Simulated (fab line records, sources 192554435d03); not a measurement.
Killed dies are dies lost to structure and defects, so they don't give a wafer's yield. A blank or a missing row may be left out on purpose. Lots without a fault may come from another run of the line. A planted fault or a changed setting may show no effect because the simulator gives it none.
Split-lot experiment | flow n5_finfet | 7 lots, 21 wafers read, on a route of 1938 steps

THE SPLIT
At N5_BEOL_M0_SAQP_ETCH_107 (etches SiNx in CH3F/O2, target depth 30 nm), the setting bias_w was moved away from the recipe's 73 W on 12 of the 21 wafers read, by -17.6% to +13.9%. The other wafers ran this setting at the recipe's value.

The reading is taken at the split's own step.

THE READING
rf_vpp_V, in V, at N5_BEOL_M0_SAQP_ETCH_107 (etches SiNx in CH3F/O2, target depth 30 nm). Fault-free wafers of this fab line usually give 298 V, standard deviation 3.3 V.

wafer  | tool, chamber at the split | bias_w as run, W | against the recipe | rf_vpp_V, V | against lot-mates on the recipe
L075.2 | rie_diel-05, 3             | 73               | recipe             | 301         | -
L075.4 | rie_diel-05, 0             | 82.49            | +13.0%             | 330         | +29
L075.5 | rie_diel-05, 1             | 82.49            | +13.0%             | 332         | +31
L077.1 | rie_diel-04, 3             | 73               | recipe             | 297         | -
L077.2 | rie_diel-04, 2             | 65.37            | -10.5%             | 275         | -22
L077.3 | rie_diel-04, 1             | 65.37            | -10.5%             | 268         | -29
L080.1 | rie_diel-02, 3             | 61.62            | -15.6%             | 258         | no lot-mate on the recipe
L080.3 | rie_diel-02, 0             | 61.62            | -15.6%             | 258         | no lot-mate on the recipe
L080.6 | rie_diel-02, 3             | 61.62            | -15.6%             | 258         | no lot-mate on the recipe
L083.2 | rie_diel-05, 2             | 73               | recipe             | 295         | -
L083.4 | rie_diel-05, 3             | 73               | recipe             | 302         | -
L083.5 | rie_diel-05, 1             | 73               | recipe             | 302         | -
L085.3 | rie_diel-05, 3             | 73               | recipe             | 303         | -
L085.5 | rie_diel-05, 3             | 83.13            | +13.9%             | 334         | +33
L085.6 | rie_diel-05, 0             | 73               | recipe             | 299         | -
L090.2 | rie_diel-04, 3             | 73               | recipe             | 298         | -
L090.5 | rie_diel-04, 2             | 60.12            | -17.6%             | 258         | -40
L090.6 | rie_diel-04, 1             | 60.12            | -17.6%             | 249         | -49
L091.2 | rie_diel-02, 3             | 63.02            | -13.7%             | 263         | -37
L091.3 | rie_diel-02, 2             | 63.02            | -13.7%             | 268         | -32
L091.4 | rie_diel-02, 1             | 73               | recipe             | 300         | -

THE FIT
A straight line over all 21 wafers: rf_vpp_V changes by +2.56 V for each +1% of bias_w; r = +0.99; the points scatter about the line by 2.8 V.
The same after taking each lot's own level away (the mean of its wafers on the recipe; 18 wafers): +2.44 V for each +1%; r = +0.99; scatter 2.8 V.
On that fit, the largest move of bias_w shifts the reading by 43 V.
The lots' own levels span 297.0 to 301.0 V, that is 1.2 times the standard deviation above.
So the lot-to-lot level changes the slope little: the two slopes agree.
Check: with one of the wafers moved furthest among these (-17.6%) left out of the fit, the line predicts -44.5 V for it against its lot-mates. It came out at -40 V against them.
Tool readings at the split's step, against how far the setting was moved: rf_vpp_V r = +0.99.

OTHER SPLITS ON THESE WAFERS
These wafers also went through other splits before the reading. Each is held against what the fit with the lots' levels taken away leaves over:
other split on the same wafers                  | wafers away from the commonest value | r with rf_vpp_V (lot level and that fit taken away)
N5_GATE_CUT_ALD_22 ald_cycles                   | 4                                    | -0.05
N5_MOL_CONTACT_COAG_COAT_103 spin_rpm           | 7                                    | +0.25
N5_MOL_CONTACT_COAG_ETCHBACK_135 time_s         | 9                                    | +0.07
N5_MOL_CONTACT_COAG_VIA_ETCH_46 bias_w          | 6                                    | -0.01
N5_MOL_CONTACT_COAG_ETCHBACK_136 target_depth_a | 7                                    | -0.22
N5_BEOL_M0_SAQP_SPACER1_ALD_98 ald_cycles       | 7                                    | +0.12

THE WHOLE CHAIN: every reading that the file lists as answering this split, in the file's order
step                     | what it does                               | reading                                                                        | change (the file's fit)              | r (the file's)
N5_BEOL_M0_SAQP_ETCH_107 | etches SiNx in CH3F/O2, target depth 30 nm | rf_vpp_V                                                                       | +2.45 V for each +1% of the setting  | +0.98
N5_BEOL_M0_SAQP_ETCH_107 | etches SiNx in CH3F/O2, target depth 30 nm | BEOL_M0_SAQP.feature_depth_nm (the simulator's own value, which no gauge read) | +0.11 nm for each +1% of the setting | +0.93

THE FILE'S OWN FIT
rf_vpp_V changes by +2.45 V for each +1% of bias_w, r = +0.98.
